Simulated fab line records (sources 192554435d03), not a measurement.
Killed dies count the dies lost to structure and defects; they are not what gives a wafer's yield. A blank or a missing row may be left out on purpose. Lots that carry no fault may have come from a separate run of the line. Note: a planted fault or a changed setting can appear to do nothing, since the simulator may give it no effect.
Struck lot and sound lot, side by side | flow n5 finfet | 22 steps out of a route of 1938
Sound: these wafers, L250.3, L250.4, L250.6. Struck: wafers L260.2, L260.3, L260.6. The cause comes at the end.
Order at every step that has rows: each side's tool, ch and its chambers, its first start. Under that, the readings that differ: sound wafers | struck wafers | difference of the means | sigmas: that difference in standard deviations of wafers without a fault.
alike: readings with means less than 2 such deviations apart, plus words and numbers identical on both sides. not compared: withheld readings, readings lacking a value on some wafer, bounds such as >300 that could conceal the same value, and numbers that have no deviation in the record and whose values overlap.
The two part at a step that has a row with sigmas, a row that says differs or no value, or rows on one side only. Numbers that don't overlap but have no deviation are shown without sigmas and don't part them. A reading missing from all wafers of one side parts the sides only when that side holds two or more wafers.

first, 11 steps without rows for these wafers: N5_BEOL_M0_SAQP_RECESS_104 (chemistry HF/NH3, target SiO2, target depth 18 nm, afs cycles 3, sublimation time 60 s); N5_BEOL_M0_SAQP_COAT_105 (time 60 s, resist thk 100 nm); N5_BEOL_M0_SAQP_ETCH_106 (etches SOC in N2/H2, stops on SiNx, target depth 150 nm); N5_BEOL_M0_SAQP_ETCH_107 (etches SiNx in CH3F/O2, target depth 30 nm); N5_BEOL_M0_SAQP_STRIP_108 (strips in N2/H2); N5_BEOL_M0_SAQP_RECESS_109 (chemistry HF/NH3, target SiO2, target depth 3 nm, afs cycles 1, sublimation time 60 s); N5_BEOL_M0_SAQP_SPACER2_ALD_26 (deposits SiO2, target thk 15 nm, pulse time 1 s, purge time 2 s); N5_BEOL_M0_SAQP_SPACER2_ETCHBACK_27 (etches SiO2 in CHF3/O2, target depth 22.5 nm, time 11.25 s); N5_BEOL_M0_SAQP_MANDREL2_REMOVE_110 (chemistry HBr/Cl2/O2, target a-Si, stops on SiCN, bt time 10 s); N5_BEOL_M0_SAQP_COAT_69 (time 60 s, resist thk 90 nm); N5_BEOL_M0_SAQP_COAT_72 (time 60 s, resist thk 15 nm).
N5_BEOL_M0_SAQP_COAT_87: time 60 s, resist thk 5 nm.
  sound on litho track-05 ch 0, day 6 11:50; struck on litho track-05 ch 0, day 9 00:50
  reading              | sound                | struck               | difference | sigmas
  spin speed rpm (rpm) | 1499.6 1500.4 1498.9 | 1386.5 1387.4 1387.4 | -112.5     | -99 or more
  alike: chill plate temp C, exhaust pa
then, 7 steps without rows for these wafers: N5_BEOL_M0_SAQP_COAT_34 (resist thk 30 nm); N5_BEOL_M0_SAQP_EBR_36; N5_BEOL_M0_SAQP_SOFTBAKE_35 (time 60 s); N5_BEOL_M0_SAQP_EXPOSE_37 (exposes mask M0 CUT1, target cd 30 nm); N5_BEOL_M0_SAQP_PEB_38 (peb time 60 s); N5_BEOL_M0_SAQP_DEVELOP_39 (develop time 30 s); N5_BEOL_M0_SAQP_DESCUM_45 (chemistry O2, time 7 s).
N5_BEOL_M0_SAQP_ETCH_88: etches underlayer in N2/H2, target depth 6.5 nm, time 5.2 s.
  sound on rie diel-06 ch 0,1,3, day 6 12:15; struck on rie diel-06 ch 1,2, day 9 01:26
  reading                  | sound             | struck           | difference | sigmas
  model.etch.depth nm (nm) | 4.973 4.986 5.008 | 5.199 5.207 5.22 | +0.220     |
  alike: chamber pressure mTorr, drypump motor current A, etch rf on time s, oes product au, rf vpp V, showerhead plenum p Torr, throttle valve pct
  not compared: rf hours counter h
then, 1 step without rows for these wafers: N5_BEOL_M0_SAQP_ETCH_73 (etches SiARC in CF4, target depth 19.5 nm, time 32.5 s).
-- a jump in the record: the struck wafers' starts before and after are 3 days apart (it breaks off in module BEOL_M0_SAQP and resumes in module BEOL_M4, where the first step shown is number 1111 of the route) --
N5_BEOL_M4_RC_MEAS_101:
  sound on prober-02 ch 0, day 9 09:29; struck on prober-01 ch 0, day 12 00:03
  alike: DIBL_N, DIBL_P, IOFF_N, IOFF_P, ION_N, ION_P, SS_N, SS_P, VT_N, VT_P

WHERE THEY PART
Only at N5_BEOL_M0_SAQP_COAT_87, as far as this record shows. Later steps at which nothing parts them and some readings are alike: N5_BEOL_M0_SAQP_ETCH_88, N5_BEOL_M4_RC_MEAS_101.

WHY: what had been put in by the simulator
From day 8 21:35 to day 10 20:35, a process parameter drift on litho track-05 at N5_BEOL_M0_SAQP_COAT_87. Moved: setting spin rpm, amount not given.
